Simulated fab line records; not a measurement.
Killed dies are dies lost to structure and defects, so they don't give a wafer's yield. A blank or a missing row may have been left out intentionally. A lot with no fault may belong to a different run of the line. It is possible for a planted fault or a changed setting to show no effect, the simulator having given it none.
fab line records	flow n5_finfet
record: lots: 24	wafers: 72	last_day: 17
route steps=1938 shown BEOL_M0_SAQP@669 BEOL_M0@726 BEOL_M1@752
lots with no fault: from the same line, run without faults
start_h: start of the lot's first displayed wafer, in hours after the record's first day	wait_h: hours from the lot's prior step to this one	" identical to the entry in the row above	L1.1+2: one row covering several wafers at once	- no value, or no start was given	* or withheld: withheld	< > ~ a bound
route shown NAME@n: a module of which the file shows steps, and the number in the route of the first	usual: mean/standard deviation of fault-free wafers	same: alike in all rows	chamber/n: place in a boat	sites: each site's reading	_std_site: the values' standard deviation	_edge_site: inner sites' mean taken away from outer sites' mean	radius_mm: for every site, how far away it sits from the centre of the wafer	mask NAME#n: copy n	behind: the tool/chamber that last shaped the wafer	hold: what put the lot on hold/how long, in hours/how the hold closed	device: the transistor (n, p or np) that didn't switch	end of line: tests of these same wafers at the route's end	a step without rows: its recipe alone	killed: the dies lost at the first sort to structure and to defects; this is not the yield of the wafer	map: per-die view of a wafer (x killed, . not killed, _ where there is no die)
set.NAME: the run value of the setting; set.NAME@STEP: its run value at that earlier step	model.NAME: the simulator's own value behind a step, which no gauge read
route steps across a sampled set of lots; one table per step, one row per wafer
services: the hour from which a tool's chamber was out of use, counted from the record's first day as start_h (under 0 if before that day), plus the number of hours and why
== steps ==
step: N5_BEOL_M0_SAQP_MANDREL_ETCH_103
recipe: chemistry: HBr/Cl2	target: a-Si	target_depth_a: 450	bt_time_s: 10	stop_on: SiCN	mask_material: SiO2	over_etch_frac: 0.8	time_s: 27	pressure_mtorr: 10	icp_w: 800	bias_w: 75	HBr_flow_sccm: 150	Cl2_flow_sccm: 80	ends: end_point
usual: drypump_motor_current_A: 6.0/0.37	oes_product_au: 0.685/0.015	throttle_valve_pct: 35.4/0.38
lot.wafer	tool	chamber	start_h	wait_h	drypump_motor_current_A	oes_product_au	rf_hours_counter_h	throttle_valve_pct
L074.2	rie_si-06	3	108.61	0.0	5.5	0.684	187	36.1
L074.3	"	1	"	"	5.5	0.705	13	35.1
L074.5	"	3	"	"	5.5	0.704	-	36.1
L075.1	rie_si-06	1	120.58	0.0	5.5	0.696	13	35.1
L075.3	"	2	"	"	5.8	0.685	3	35.7
L075.5	"	3	"	"	5.5	0.691	-	36.1
L076.1	rie_si-04	3	124.41	0.0	5.9	0.675	54	35.4
L076.4	"	0	"	"	6.2	0.670	188	35.7
L076.6	"	3	"	"	5.9	0.698	-	35.3
L077.2	rie_si-06	1	127.19	0.0	5.5	0.692	13	35.1
L077.5	"	2	"	"	5.9	0.703	-	35.7
L077.6	"	3	"	"	5.5	0.707	-	36.0
L078.1	rie_si-06	2	130.05	0.0	5.9	0.689	3	35.7
L078.2	"	0	"	"	6.4	0.669	3	35.0
L078.4	"	1	"	"	5.5	0.698	13	35.1
L079.1	rie_si-06	2	135.70	0.0	5.8	0.679	3	35.8
L079.2	"	1	"	"	5.5	0.703	13	35.1
L079.5	"	2	"	"	5.8	0.688	-	35.7
L080.2	rie_si-05	0	147.82	0.0	6.1	0.702	2	35.0
L080.3	"	3	"	"	6.1	0.660	107	35.5
L080.4	"	2	"	"	5.7	0.701	114	34.9
L081.2	rie_si-04	0	151.29	0.0	6.3	0.669	188	35.7
L081.4	"	1	"	"	5.7	0.707	184	35.3
L081.5	"	3	"	"	5.9	0.702	-	35.3
L082.1	rie_si-05	3	157.41	0.0	6.2	0.670	107	35.5
L082.3	"	2	"	"	5.7	0.692	114	34.9
L082.6	"	2	"	"	5.7	0.702	-	34.9
L083.1	rie_si-04	3	170.65	0.0	5.9	0.687	55	35.4
L083.2	"	1	"	"	5.7	0.685	184	35.3
L083.3	"	0	"	"	6.2	0.669	188	35.7
L084.2	rie_si-06	3	173.56	0.0	5.5	0.684	189	36.1
L084.5	"	3	"	"	5.5	0.686	-	36.1
L084.6	"	0	"	"	6.3	0.666	-	35.0
L085.1	rie_si-06	1	177.38	0.0	5.5	0.698	14	35.1
L085.4	"	3	"	"	5.5	0.695	189	36.1
L085.5	"	3	"	"	5.5	0.692	-	36.1
L086.2	rie_si-04	0	186.36	0.0	6.2	0.668	189	35.7
L086.4	"	1	"	"	5.7	0.713	184	35.3
L086.6	"	3	"	"	5.9	0.692	-	35.3
L087.1	rie_si-04	0	188.99	0.0	6.3	0.669	189	35.7
L087.3	"	1	"	"	5.7	0.694	184	35.3
L087.5	"	3	"	"	5.9	0.701	-	35.3
L088.1	rie_si-06	3	200.65	0.0	5.5	0.693	189	36.1
L088.2	"	0	"	"	6.3	0.666	4	35.0
L088.4	"	0	"	"	6.3	0.672	-	35.0
L089.2	rie_si-05	1	204.80	0.0	6.4	0.677	116	34.8
L089.3	"	3	"	"	6.2	0.674	108	35.5
L089.5	"	2	"	"	5.7	0.709	-	34.9
L090.2	rie_si-05	3	212.19	0.0	6.1	0.670	108	35.5
L090.3	"	2	"	"	5.6	0.711	115	34.9
L090.4	"	1	"	"	6.4	0.673	116	34.8
L091.3	rie_si-04	3	214.89	0.0	5.9	0.684	56	35.4
L091.4	"	1	"	"	5.7	0.700	-	35.3
L091.6	"	3	"	"	5.9	0.697	-	35.3
L092.1	rie_si-06	1	218.89	0.0	5.5	0.711	15	35.1
L092.2	"	2	"	"	5.8	0.686	5	35.7
L092.5	"	1	"	"	5.5	0.707	-	35.1
L093.4	rie_si-04	1	221.10	0.0	5.7	0.708	185	35.3
L093.5	"	1	"	"	5.7	0.714	-	35.3
L093.6	"	2	"	"	6.8	0.673	-	35.4
L094.2	rie_si-04	3	232.96	0.0	5.9	0.679	56	35.3
L094.3	"	1	"	"	5.7	0.687	185	35.3
L094.4	"	0	"	"	6.2	0.685	0	35.6
L095.1	rie_si-06	1	237.08	0.0	5.5	0.699	15	35.1
L095.4	"	2	"	"	5.9	0.684	5	35.8
L095.5	"	1	"	"	5.4	0.715	-	35.1
L096.1	rie_si-05	1	242.48	0.0	6.4	0.679	117	34.8
L096.2	"	3	"	"	6.2	0.671	109	35.5
L096.6	"	3	"	"	6.2	0.676	-	35.5
L097.1	rie_si-05	1	249.02	0.0	6.4	0.669	117	34.8
L097.3	"	3	"	"	6.2	0.668	109	35.5
L097.5	"	3	"	"	6.2	0.664	-	35.5
step: N5_BEOL_M0_SAQP_OVL_MEAS_41
recipe: points_per_wafer: 522
usual: M0_CUT1_OVL: -0.2/0.69
lot.wafer	tool	chamber	start_h	wait_h	M0_CUT1_OVL[nm]
L074.2	overlay-01	0	111.58	0.0	-0.3
L074.3	"	0	"	"	-0.5
L074.5	"	0	"	"	0.1
L075.1	overlay-01	0	122.61	0.0	-0.9
L075.3	"	0	"	"	-0.3
L075.5	"	0	"	"	-0.5
L076.1	overlay-02	0	126.33	0.0	-1.1
L076.4	"	0	"	"	-0.7
L076.6	"	0	"	"	-0.1
L077.2	overlay-02	0	129.17	0.0	0.8
L077.5	"	0	"	"	0.2
L077.6	"	0	"	"	-0.8
L078.1	overlay-01	0	132.35	0.0	0.1
L078.2	"	0	"	"	0.1
L078.4	"	0	"	"	1.2
L079.1	overlay-01	0	137.62	0.0	0.6
L079.2	"	0	"	"	0.8
L079.5	"	0	"	"	-0.5
L080.2	overlay-01	0	149.81	0.0	0.8
L080.3	"	0	"	"	0.6
L080.4	"	0	"	"	-0.4
L081.2	overlay-02	0	153.21	0.0	-0.7
L081.4	"	0	"	"	0.1
L081.5	"	0	"	"	-1.0
L082.1	overlay-01	0	159.77	0.0	-0.2
L082.3	"	0	"	"	1.1
L082.6	"	0	"	"	0.1
L083.1	overlay-02	0	172.70	0.0	0.1
L083.2	"	0	"	"	0.4
L083.3	"	0	"	"	-0.3
L084.2	overlay-01	0	175.48	0.0	0.2
L084.5	"	0	"	"	0.5
L084.6	"	0	"	"	-0.1
L085.1	overlay-02	0	179.45	0.0	-0.1
L085.4	"	0	"	"	-1.1
L085.5	"	0	"	"	-0.7
L086.2	overlay-01	0	189.79	0.0	0.3
L086.4	"	0	"	"	-0.9
L086.6	"	0	"	"	0.6
L087.1	overlay-02	0	193.47	0.0	0.4
L087.3	"	0	"	"	-0.1
L087.5	"	0	"	"	0.7
L088.1	overlay-01	0	202.78	0.0	0.1
L088.2	"	0	"	"	0.9
L088.4	"	0	"	"	0.6
L089.2	overlay-01	0	206.94	0.0	0.6
L089.3	"	0	"	"	0.6
L089.5	"	0	"	"	0.2
L090.2	overlay-02	0	214.25	0.0	-1.0
L090.3	"	0	"	"	-1.9
L090.4	"	0	"	"	-1.0
L091.3	overlay-02	0	218.33	0.0	-1.4
L091.4	"	0	"	"	-0.4
L091.6	"	0	"	"	-1.0
L092.1	overlay-02	0	220.81	0.0	-0.8
L092.2	"	0	"	"	-0.3
L092.5	"	0	"	"	-0.7
L093.4	overlay-02	0	223.21	0.0	-0.3
L093.5	"	0	"	"	0.0
L093.6	"	0	"	"	0.0
L094.2	overlay-02	0	234.89	0.0	-1.4
L094.3	"	0	"	"	-0.4
L094.4	"	0	"	"	-0.6
L095.1	overlay-01	0	238.99	0.0	0.4
L095.4	"	0	"	"	0.6
L095.5	"	0	"	"	1.3
L096.1	overlay-01	0	244.56	0.0	1.1
L096.2	"	0	"	"	-0.2
L096.6	"	0	"	"	0.0
L097.1	overlay-01	0	251.12	0.0	0.1
L097.3	"	0	"	"	0.0
L097.5	"	0	"	"	-0.4
step: N5_BEOL_M0_SAQP_CUT_ETCH_46
recipe: chemistry: N2/H2	target: SOC	target_depth_a: 1350	overetch_a: 270	temp_c: 40	time_s: 202.5	ion_energy_ev: 200	mask_material: SiARC	pressure_mtorr: 30	source_w: 840	bias_w: 150	n2_flow_sccm: 200	h2_flow_sccm: 200
usual: drypump_motor_current_A: 5.9/0.42	rf_vpp_V: 523.9/2.1	showerhead_plenum_p_Torr: 2.54/0.075	throttle_valve_pct: 17.82/0.19
lot.wafer	tool	chamber	start_h	wait_h	drypump_motor_current_A	rf_hours_counter_h	rf_vpp_V	showerhead_plenum_p_Torr	throttle_valve_pct
L074.2	rie_diel-04	2	111.75	0.0	6.2	141	522.4	2.54	17.92
L074.3	"	0	"	"	5.2	173	520.3	2.43	17.87
L074.5	"	3	"	"	5.3	-	521.9	2.50	17.51
L075.1	rie_diel-05	0	122.79	0.0	6.1	47	524.3	2.57	17.86
L075.3	"	2	"	"	5.3	170	525.9	2.66	17.74
L075.5	"	3	"	"	6.1	-	522.5	2.45	17.52
L076.1	rie_diel-05	3	126.51	0.0	6.1	82	522.3	2.44	17.53
L076.4	"	1	"	"	6.3	215	525.8	2.63	17.81
L076.6	"	0	"	"	6.1	-	524.2	2.57	17.85
L077.2	rie_diel-05	2	129.46	0.0	5.3	172	526.7	2.66	17.74
L077.5	"	1	"	"	6.3	-	526.8	2.63	17.84
L077.6	"	0	"	"	6.1	-	524.7	2.57	17.87
L078.1	rie_diel-05	1	132.53	0.0	6.4	217	525.1	2.63	17.82
L078.2	"	3	"	"	6.1	83	522.2	2.44	17.51
L078.4	"	0	"	"	6.1	51	525.7	2.57	17.87
L079.1	rie_diel-04	1	137.79	0.0	5.2	25	524.3	2.60	17.74
L079.2	"	0	"	"	5.2	181	520.7	2.43	17.85
L079.5	"	3	"	"	5.3	-	521.8	2.50	17.52
L080.2	rie_diel-04	1	149.98	0.0	5.2	29	526.9	2.60	17.73
L080.3	"	2	"	"	6.2	152	523.7	2.53	17.93
L080.4	"	0	"	"	5.2	185	519.9	2.43	17.87
L081.2	rie_diel-04	1	153.38	0.0	5.2	30	526.6	2.60	17.75
L081.4	"	1	"	"	5.3	-	524.2	2.60	17.72
L081.5	"	2	"	"	6.2	-	524.1	2.53	17.92
L082.1	rie_diel-02	1	160.06	0.0	6.0	107	523.0	2.46	18.16
L082.3	"	0	"	"	5.7	200	523.4	2.52	18.00
L082.6	"	1	"	"	6.1	-	520.9	2.46	18.17
L083.1	rie_diel-04	3	172.88	0.0	5.3	246	522.4	2.50	17.54
L083.2	"	2	"	"	6.2	159	521.0	2.53	17.93
L083.3	"	1	"	"	5.2	35	525.3	2.59	17.76
L084.2	rie_diel-02	0	175.89	0.0	5.8	205	522.1	2.51	18.02
L084.5	"	0	"	"	5.8	-	523.7	2.51	17.99
L084.6	"	3	"	"	5.8	-	523.3	2.51	17.73
L085.1	rie_diel-02	0	179.63	0.0	5.7	207	525.1	2.51	18.00
L085.4	"	1	"	"	6.1	113	521.5	2.46	18.18
L085.5	"	3	"	"	5.8	-	522.4	2.51	17.73
L086.2	rie_diel-04	0	190.43	0.0	5.2	196	521.4	2.42	17.88
L086.4	"	2	"	"	6.3	-	521.8	2.53	17.95
L086.6	"	0	"	"	5.3	-	521.5	2.42	17.89
L087.1	rie_diel-02	2	193.65	0.0	6.3	174	526.7	2.64	17.94
L087.3	"	1	"	"	6.1	117	521.5	2.45	18.18
L087.5	"	1	"	"	6.1	-	521.6	2.45	18.18
L088.1	rie_diel-05	1	202.95	0.0	6.3	232	525.5	2.62	17.84
L088.2	"	0	"	"	6.1	72	524.2	2.56	17.88
L088.4	"	3	"	"	6.1	105	523.8	2.44	17.57
L089.2	rie_diel-05	3	207.10	0.0	6.2	107	520.4	2.43	17.53
L089.3	"	0	"	"	6.1	74	526.1	2.56	17.92
L089.5	"	3	"	"	6.2	-	521.1	2.43	17.56
L090.2	rie_diel-02	3	214.42	0.0	5.8	233	523.5	2.51	17.74
L090.3	"	2	"	"	6.3	180	527.1	2.63	17.94
L090.4	"	0	"	"	5.8	217	524.6	2.51	18.02
L091.3	rie_diel-05	2	218.50	0.0	5.3	198	526.1	2.65	17.77
L091.4	"	0	"	"	6.1	76	525.5	2.56	17.92
L091.6	"	1	"	"	6.4	-	524.8	2.62	17.86
L092.1	rie_diel-05	3	220.98	0.0	6.1	111	521.6	2.43	17.56
L092.2	"	0	"	"	6.1	77	526.1	2.56	17.91
L092.5	"	0	"	"	6.1	-	524.3	2.56	17.93
L093.4	rie_diel-04	3	223.36	0.0	5.3	3	522.0	2.49	17.08
L093.5	"	3	"	"	5.3	-	521.5	2.49	17.08
L093.6	"	2	"	"	6.2	-	521.8	2.52	17.98
L094.2	rie_diel-02	0	235.06	0.0	5.8	223	522.6	2.51	18.02
L094.3	"	1	"	"	6.0	130	521.5	2.45	18.20
L094.4	"	3	"	"	5.9	240	522.7	2.50	17.75
L095.1	rie_diel-02	1	239.20	0.0	6.0	131	521.2	2.45	18.20
L095.4	"	0	"	"	5.8	224	523.5	2.51	18.03
L095.5	"	2	"	"	6.3	-	526.7	2.63	17.97
L096.1	rie_diel-05	2	244.74	0.0	5.3	205	527.4	2.64	17.79
L096.2	"	1	"	"	6.3	244	527.0	2.62	17.88
L096.6	"	0	"	"	6.1	-	525.1	2.56	17.92
L097.1	rie_diel-05	3	251.30	0.0	6.1	120	521.9	2.43	17.58
L097.3	"	1	"	"	6.3	246	526.1	2.62	17.87
L097.5	"	3	"	"	6.2	-	521.7	2.43	17.55
step: N5_BEOL_M0_ETCH_109
recipe: chemistry: CH3F/O2	target_depth_a: 80	overetch_a: 24	target: SiCN	time_s: 27.4	ion_energy_ev: 120	pressure_mtorr: 30	source_w: 395	bias_w: 75	Ar_flow_sccm: 150	CH3F_flow_sccm: 30	O2_flow_sccm: 20
usual: drypump_motor_current_A: 5.5/0.53	oes_product_au: 0.68/0.058	rf_vpp_V: 297.5/1.7	showerhead_plenum_p_Torr: 2.01/0.072	throttle_valve_pct: 16.31/0.26
lot.wafer	tool	chamber	start_h	wait_h	drypump_motor_current_A	oes_product_au	rf_hours_counter_h	rf_vpp_V	showerhead_plenum_p_Torr	throttle_valve_pct
L074.2	rie_diel-03	3	114.65	0.3	5.8	0.57	249	297.6	2.05	16.65
L074.3	"	1	"	"	4.8	0.70	75	296.9	1.95	15.97
L074.5	"	2	"	"	5.7	0.63	-	295.5	1.92	16.52
L075.1	rie_diel-06	2	126.84	0.0	5.2	0.67	93	294.1	1.93	16.32
L075.3	"	0	"	"	5.0	0.61	175	299.3	2.07	16.50
L075.5	"	3	"	"	4.9	0.70	-	296.2	1.94	15.89
L076.1	rie_diel-06	3	133.04	0.0	4.9	0.72	63	295.3	1.94	15.88
L076.4	"	2	"	"	5.2	0.70	95	296.5	1.93	16.34
L076.6	"	3	"	"	4.9	0.73	-	295.9	1.94	15.88
L077.2	rie_diel-06	2	133.43	0.0	5.2	0.69	95	296.1	1.93	16.34
L077.5	"	1	"	"	5.4	0.70	-	298.4	2.03	16.29
L077.6	"	2	"	"	5.2	0.70	-	296.2	1.93	16.35
L078.1	rie_diel-01	0	134.87	0.0	5.6	0.63	195	295.4	1.97	16.48
L078.2	"	3	"	"	6.5	0.75	33	300.5	2.12	15.95
L078.4	"	1	"	"	5.7	0.58	247	297.0	1.97	16.52
L079.1	rie_diel-01	1	140.77	0.3	5.8	0.59	248	296.7	1.97	16.53
L079.2	"	2	"	"	5.1	0.68	96	299.8	2.11	16.59
L079.5	"	0	"	"	5.6	0.63	-	296.5	1.97	16.48
L080.2	rie_diel-06	2	155.62	0.4	5.2	0.69	103	296.4	1.93	16.36
L080.3	"	0	"	"	5.1	0.63	185	298.2	2.06	16.53
L080.4	"	1	"	"	5.4	0.69	95	297.2	2.03	16.33
L081.2	rie_diel-01	0	156.24	0.0	5.7	0.62	204	297.0	1.97	16.49
L081.4	"	3	"	"	6.5	0.74	-	300.2	2.12	15.95
L081.5	"	2	"	"	5.1	0.68	-	299.6	2.11	16.61
L082.1	rie_diel-03	2	163.59	0.0	5.8	0.60	205	295.9	1.91	16.54
L082.3	"	1	"	"	4.8	0.68	95	295.9	1.95	16.02
L082.6	"	3	"	"	5.8	0.82	-	299.3	2.04	16.21
L083.1	rie_diel-06	2	176.17	0.4	5.2	0.67	110	294.9	1.93	16.36
L083.2	"	3	"	"	4.9	0.70	78	296.6	1.93	15.92
L083.3	"	0	"	"	5.0	0.61	192	300.0	2.06	16.51
L084.2	rie_diel-01	2	178.27	0.1	5.1	0.67	111	299.0	2.11	16.60
L084.5	"	3	"	"	6.5	0.72	-	299.8	2.11	15.98
L084.6	"	2	"	"	5.1	0.67	-	298.8	2.11	16.61
L085.1	rie_diel-03	2	182.66	0.0	5.8	0.60	211	295.3	1.91	16.55
L085.4	"	0	"	"	6.2	0.59	226	299.7	2.05	16.53
L085.5	"	3	"	"	5.8	0.80	-	297.8	2.04	16.23
L086.2	rie_diel-01	2	194.36	0.0	5.1	0.67	117	300.1	2.10	16.63
L086.4	"	1	"	"	5.8	0.81	12	296.4	1.96	16.06
L086.6	"	1	"	"	5.8	0.80	-	296.3	1.96	16.08
L087.1	rie_diel-01	1	199.45	0.8	5.8	0.78	14	296.3	1.96	16.08
L087.3	"	0	"	"	5.6	0.62	219	295.4	1.97	16.53
L087.5	"	0	"	"	5.6	0.61	-	298.1	1.97	16.54
L088.1	rie_diel-06	0	206.19	0.0	5.0	0.63	195	298.2	2.06	16.54
L088.2	"	1	"	"	5.3	0.67	112	296.5	2.02	16.34
L088.4	"	3	"	"	4.9	0.70	89	296.3	1.93	15.94
L089.2	rie_diel-03	2	212.45	0.0	5.8	0.61	222	296.2	1.90	16.57
L089.3	"	3	"	"	5.8	0.77	27	297.6	2.04	16.24
L089.5	"	1	"	"	4.8	0.68	-	295.3	1.94	16.04
L090.2	rie_diel-01	1	217.47	0.1	5.8	0.79	20	297.0	1.96	16.10
L090.3	"	3	"	"	6.5	0.72	65	299.4	2.11	16.00
L090.4	"	0	"	"	5.6	0.62	225	296.5	1.96	16.55
L091.3	rie_diel-06	2	223.00	0.0	5.2	0.67	126	296.2	1.92	16.39
L091.4	"	3	"	"	4.9	0.69	94	296.2	1.93	15.93
L091.6	"	3	"	"	4.9	0.69	-	296.0	1.93	15.94
L092.1	rie_diel-06	0	224.59	0.2	5.1	0.60	201	298.7	2.06	16.55
L092.2	"	2	"	"	5.2	0.66	127	295.3	1.92	16.41
L092.5	"	3	"	"	4.9	0.67	-	295.6	1.93	15.96
L093.4	rie_diel-01	3	225.85	0.2	6.5	0.70	68	299.2	2.11	16.01
L093.5	"	2	"	"	5.1	0.66	-	298.9	2.10	16.65
L093.6	"	3	"	"	6.5	0.71	-	299.2	2.11	16.00
L094.2	rie_diel-01	3	239.62	0.1	6.5	0.71	72	300.2	2.11	16.02
L094.3	"	1	"	"	5.7	0.79	27	296.6	1.96	16.12
L094.4	"	0	"	"	5.6	0.62	232	296.6	1.96	16.55
L095.1	rie_diel-01	2	242.77	0.0	5.1	0.66	135	299.2	2.10	16.67
L095.4	"	3	"	"	6.5	0.71	74	300.3	2.10	16.01
L095.5	"	3	"	"	6.5	0.70	-	298.4	2.10	16.02
L096.1	rie_diel-01	1	253.17	1.6	5.8	0.76	31	296.0	1.96	16.12
L096.2	"	2	"	"	5.1	0.65	138	300.1	2.10	16.67
L096.6	"	1	"	"	5.7	0.76	-	296.6	1.96	16.12
L097.1	rie_diel-03	2	255.00	0.1	5.8	0.58	239	293.4	1.90	16.61
L097.3	"	1	"	"	4.8	0.67	122	295.2	1.94	16.06
L097.5	"	2	"	"	5.8	0.60	-	294.8	1.90	16.61
step: N5_BEOL_M0_SPUTTER_134
recipe: material: Cu	target_thk_a: 40	temp_c: -20	chamber_pressure_pa: 0.07	power_w: withheld	time_s: 7.37
usual: throttle_valve_pct: 30.5/0.85
lot.wafer	tool	chamber	start_h	wait_h	throttle_valve_pct
L074.2	pvd_sputter-02	-	116.20	0.0	31.5
L074.3	"	-	"	"	30.7
L074.5	"	-	"	"	29.5
L075.1	pvd_sputter-03	-	127.92	0.0	29.6
L075.3	"	-	"	"	29.9
L075.5	"	-	"	"	31.1
L076.1	pvd_sputter-01	-	134.91	0.0	30.1
L076.4	"	-	"	"	31.3
L076.6	"	-	"	"	32.1
L077.2	pvd_sputter-02	-	135.17	0.0	31.7
L077.5	"	-	"	"	31.5
L077.6	"	-	"	"	29.6
L078.1	pvd_sputter-02	-	138.23	0.0	30.7
L078.2	"	-	"	"	29.5
L078.4	"	-	"	"	31.5
L079.1	pvd_sputter-02	-	142.83	0.0	31.3
L079.2	"	-	"	"	29.5
L079.5	"	-	"	"	29.5
L080.2	pvd_sputter-03	-	157.09	0.0	29.5
L080.3	"	-	"	"	31.4
L080.4	"	-	"	"	29.8
L081.2	pvd_sputter-03	-	157.79	0.0	29.4
L081.4	"	-	"	"	31.3
L081.5	"	-	"	"	31.4
L082.1	pvd_sputter-01	-	165.20	0.0	30.3
L082.3	"	-	"	"	30.5
L082.6	"	-	"	"	31.5
L083.1	pvd_sputter-01	-	177.19	0.0	31.9
L083.2	"	-	"	"	30.3
L083.3	"	-	"	"	30.2
L084.2	pvd_sputter-01	-	179.73	0.0	30.4
L084.5	"	-	"	"	31.8
L084.6	"	-	"	"	30.3
L085.1	pvd_sputter-03	-	185.79	0.0	31.7
L085.4	"	-	"	"	29.3
L085.5	"	-	"	"	31.2
L086.2	pvd_sputter-01	-	197.65	0.0	30.1
L086.4	"	-	"	"	32.0
L086.6	"	-	"	"	30.0
L087.1	pvd_sputter-01	-	202.15	0.0	30.3
L087.3	"	-	"	"	31.6
L087.5	"	-	"	"	29.9
L088.1	pvd_sputter-03	-	208.17	0.0	31.3
L088.2	"	-	"	"	29.6
L088.4	"	-	"	"	29.8
L089.2	pvd_sputter-02	-	215.25	0.0	29.5
L089.3	"	-	"	"	30.7
L089.5	"	-	"	"	31.5
L090.2	pvd_sputter-02	-	219.25	0.0	31.7
L090.3	"	-	"	"	29.7
L090.4	"	-	"	"	29.7
L091.3	pvd_sputter-01	-	224.89	0.0	31.9
L091.4	"	-	"	"	30.2
L091.6	"	-	"	"	31.6
L092.1	pvd_sputter-03	-	225.54	0.0	29.7
L092.2	"	-	"	"	31.3
L092.5	"	-	"	"	31.2
L093.4	pvd_sputter-02	-	227.05	0.0	29.6
L093.5	"	-	"	"	31.3
L093.6	"	-	"	"	29.7
L094.2	pvd_sputter-01	-	240.90	0.0	31.9
L094.3	"	-	"	"	30.3
L094.4	"	-	"	"	30.4
L095.1	pvd_sputter-02	-	244.36	0.0	30.8
L095.4	"	-	"	"	29.3
L095.5	"	-	"	"	30.8
L096.1	pvd_sputter-01	-	254.17	0.0	30.7
L096.2	"	-	"	"	30.2
L096.6	"	-	"	"	31.3
L097.1	pvd_sputter-02	-	256.45	0.0	31.5
L097.3	"	-	"	"	30.9
L097.5	"	-	"	"	29.9
step: N5_BEOL_M1_THK_MEAS_01
recipe: reads: SiOC_of_BEOL_M1_ILD_DEP_00
usual: M1_ILD_THK: 78.7/0.93
lot.wafer	tool	chamber	start_h	wait_h	M1_ILD_THK[nm]
L074.2	film_metro-01	-	117.54	0.1	78.8
L074.3	"	-	"	"	79.3
L074.5	"	-	"	"	78.9
L075.1	film_metro-01	-	130.01	0.0	79.9
L075.3	"	-	"	"	79.0
L075.5	"	-	"	"	80.3
L076.1	film_metro-01	-	136.77	0.0	77.5
L076.4	"	-	"	"	77.9
L076.6	"	-	"	"	78.8
L077.2	film_metro-01	-	137.11	0.1	78.5
L077.5	"	-	"	"	79.2
L077.6	"	-	"	"	78.6
L078.1	film_metro-01	-	139.52	0.0	76.9
L078.2	"	-	"	"	78.3
L078.4	"	-	"	"	79.1
L079.1	film_metro-02	-	144.31	0.0	77.5
L079.2	"	-	"	"	77.4
L079.5	"	-	"	"	79.6
L080.2	film_metro-02	-	158.39	0.1	77.9
L080.3	"	-	"	"	78.8
L080.4	"	-	"	"	79.6
L081.2	film_metro-02	-	159.08	0.1	77.6
L081.4	"	-	"	"	78.1
L081.5	"	-	"	"	79.1
L082.1	film_metro-02	-	166.80	0.0	79.1
L082.3	"	-	"	"	78.5
L082.6	"	-	"	"	78.4
L083.1	film_metro-02	-	178.48	0.0	78.1
L083.2	"	-	"	"	79.3
L083.3	"	-	"	"	79.1
L084.2	film_metro-01	-	181.03	0.1	77.9
L084.5	"	-	"	"	79.5
L084.6	"	-	"	"	78.5
L085.1	film_metro-02	-	187.09	0.0	77.3
L085.4	"	-	"	"	79.7
L085.5	"	-	"	"	79.7
L086.2	film_metro-01	-	199.14	0.1	78.4
L086.4	"	-	"	"	80.0
L086.6	"	-	"	"	80.2
L087.1	film_metro-02	-	203.47	0.1	76.9
L087.3	"	-	"	"	78.5
L087.5	"	-	"	"	78.2
L088.1	film_metro-02	-	209.46	0.0	78.5
L088.2	"	-	"	"	78.4
L088.4	"	-	"	"	81.1
L089.2	film_metro-01	-	216.60	0.1	77.8
L089.3	"	-	"	"	77.9
L089.5	"	-	"	"	80.2
L090.2	film_metro-02	-	220.67	0.1	77.1
L090.3	"	-	"	"	78.2
L090.4	"	-	"	"	79.2
L091.3	film_metro-01	-	227.10	0.1	78.7
L091.4	"	-	"	"	78.1
L091.6	"	-	"	"	78.9
L092.1	film_metro-02	-	227.31	0.0	78.3
L092.2	"	-	"	"	78.2
L092.5	"	-	"	"	78.6
L093.4	film_metro-01	-	228.39	0.1	79.7
L093.5	"	-	"	"	79.5
L093.6	"	-	"	"	79.6
L094.2	film_metro-01	-	242.24	0.1	78.5
L094.3	"	-	"	"	78.2
L094.4	"	-	"	"	79.2
L095.1	film_metro-02	-	246.06	0.0	77.6
L095.4	"	-	"	"	78.4
L095.5	"	-	"	"	79.5
L096.1	film_metro-01	-	255.48	0.0	78.4
L096.2	"	-	"	"	77.6
L096.6	"	-	"	"	79.1
L097.1	film_metro-02	-	257.79	0.0	77.1
L097.3	"	-	"	"	77.5
L097.5	"	-	"	"	78.4
== services ==
tool	chamber	start_h	hours	kind
rie_diel-06	-	89.79	0.7	repair
rie_diel-04	3	102.34	4.6	repair
rie_diel-02	2	104.30	10.3	repair
rie_diel-05	3	106.16	6.8	repair
pvd_sputter-03	-	121.68	0.6	repair
pvd_sputter-02	-	124.42	3.5	repair
rie_diel-05	1	139.32	17.3	repair
rie_diel-03	2	140.46	3.9	repair
rie_diel-02	3	143.02	4.5	repair
rie_diel-01	1	146.78	-	clean
rie_diel-04	0	150.47	3.8	repair
rie_diel-02	3	155.23	9.1	repair
rie_si-04	1	164.23	2.8	repair
rie_diel-04	2	180.80	8.5	repair
rie_si-05	-	181.92	2.8	pm
rie_diel-03	0	187.82	10.9	repair
rie_diel-06	0	188.36	17.2	repair
rie_si-06	1	199.66	4.8	repair
rie_si-04	-	201.07	0.4	repair
rie_diel-03	1	213.27	14.2	repair
rie_diel-03	0	218.88	6.2	repair
rie_diel-04	1	229.69	7.4	repair
rie_si-05	0	246.84	1.0	repair
rie_diel-06	1	254.91	6.7	repair
== key ==
fault none
